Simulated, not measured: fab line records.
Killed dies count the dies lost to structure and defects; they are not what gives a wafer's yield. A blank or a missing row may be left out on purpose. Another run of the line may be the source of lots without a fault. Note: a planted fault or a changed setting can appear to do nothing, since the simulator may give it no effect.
Which of the tools did it? ; flow n5_finfet ; 6 lots with 18 wafers sampled at 2 steps, on a route of 1938 steps

== WHAT THE GAUGES READ, wafer by wafer ==
N5_MIM_BOT_LITHO_OVL_MEAS_11.
lot;measured;on;MIM_BOT_OVL (nm)
L833;day 11 23:56;overlay-01;8 -3 2
L835;day 12 14:44;overlay-01;1 -9 -2
L838;day 13 03:24;overlay-01;1 4 -2
L841;day 14 06:34;overlay-02;-4 3 -1
L843;day 14 11:11;overlay-01;-6 -3 4
L845;day 15 08:29;overlay-02;-1 13 6

== WHAT TOOL EACH LOT RAN ON (gives the tool, then ch and the chambers of the sampled wafers, and finally the start) ==
lot;N5_BEOL_M2_SPUTTER_48
L833;pvd_sputter-03, day 7 08:38
L835;pvd_sputter-02, day 7 10:20
L838;pvd_sputter-01, day 8 06:49
L841;pvd_sputter-03, day 9 07:20
L843;pvd_sputter-03, day 9 21:23
L845;pvd_sputter-03, day 10 11:31
- N5_BEOL_M2_SPUTTER_48: material Cu, target thk 4.5 nm, time 8.29 s.

== THE ANSWER, worked out from the rows above alone ==
Rule: the usual values come from the lots themselves. The widest of any qualifying gaps counts: lots, ordered by their means at a reading, are off when they make up no more than a third of the lots, leave a main group of 4 or more, and stand apart from it by 3 or more times the standard deviation of that group's means. If all means in a main group match to the digits the tables above print for the reading, that group is not used. Also off: a lot with no number at a reading for which 4 or more lots have one. All remaining lots with rows at the step are treated as sound.
No lot is off at any reading shown: from this, nothing can be told.

== WHAT THE SIMULATOR PUT IN ==
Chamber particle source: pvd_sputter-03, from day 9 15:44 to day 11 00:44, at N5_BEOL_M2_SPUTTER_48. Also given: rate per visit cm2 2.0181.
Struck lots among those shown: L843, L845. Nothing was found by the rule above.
